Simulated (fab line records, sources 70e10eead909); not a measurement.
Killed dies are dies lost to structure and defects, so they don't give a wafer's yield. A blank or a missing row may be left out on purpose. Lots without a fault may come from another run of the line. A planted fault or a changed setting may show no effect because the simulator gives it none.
Chamber matching | flow nand_harc | NHARC_A_CONTACT_ETCH_92 on rie_diel-02: 4 sister chambers
The step etches the open film in CH3F/O2, target depth 40 nm, time 85.7 s. 4 wafers are shown with their chamber, then 12 later ones without.

WAFERS WITH THEIR CHAMBER
wafer  | chamber | showerhead_plenum_p_Torr (Torr)
L091.5 | 2       | 2.55
L090.1 | 3       | 2.28
L090.2 | 0       | 2.64
L090.3 | 1       | 2.63

WAFERS WITHOUT THEIR CHAMBER
wafer  | showerhead_plenum_p_Torr (Torr)
L092.2 | 2.63
L092.4 | 2.28
L092.5 | 2.28
L094.1 | 2.27
L094.2 | 2.63
L094.4 | 2.64
L095.2 | 2.64
L095.4 | 2.63
L095.5 | 2.62
L096.2 | 2.64
L096.4 | 2.54
L096.6 | 2.64

WHICH CHAMBER EACH WENT THROUGH
wafer  | from the rows above | in truth
L092.2 | 1                   | 1
L092.4 | 3                   | 3
L092.5 | 3                   | 3
L094.1 | 3                   | 3
L094.2 | 1                   | 1
L094.4 | 0                   | 0
L095.2 | 0                   | 0
L095.4 | 1                   | 1
L095.5 | 1                   | 1
L096.2 | 0                   | 0
L096.4 | 2                   | 2
L096.6 | 0                   | 0
Placed correctly: 12 of 12. Can't be placed from these rows: 0. Placed wrongly: 0.
How it was worked out, from the rows above alone: a wafer's distance from a chamber is the root of the sum, over the readings, of the square of ((its reading less the chamber's mean) divided by the reading's scatter). The wafer belongs to the nearest chamber; if the next one is less than 2 further off, it can't be placed. A chamber's mean is the mean of its shown wafers. The scatter: with one shown wafer a chamber, the root of the mean of the squares of how far each hidden wafer lies from its nearest shown one.
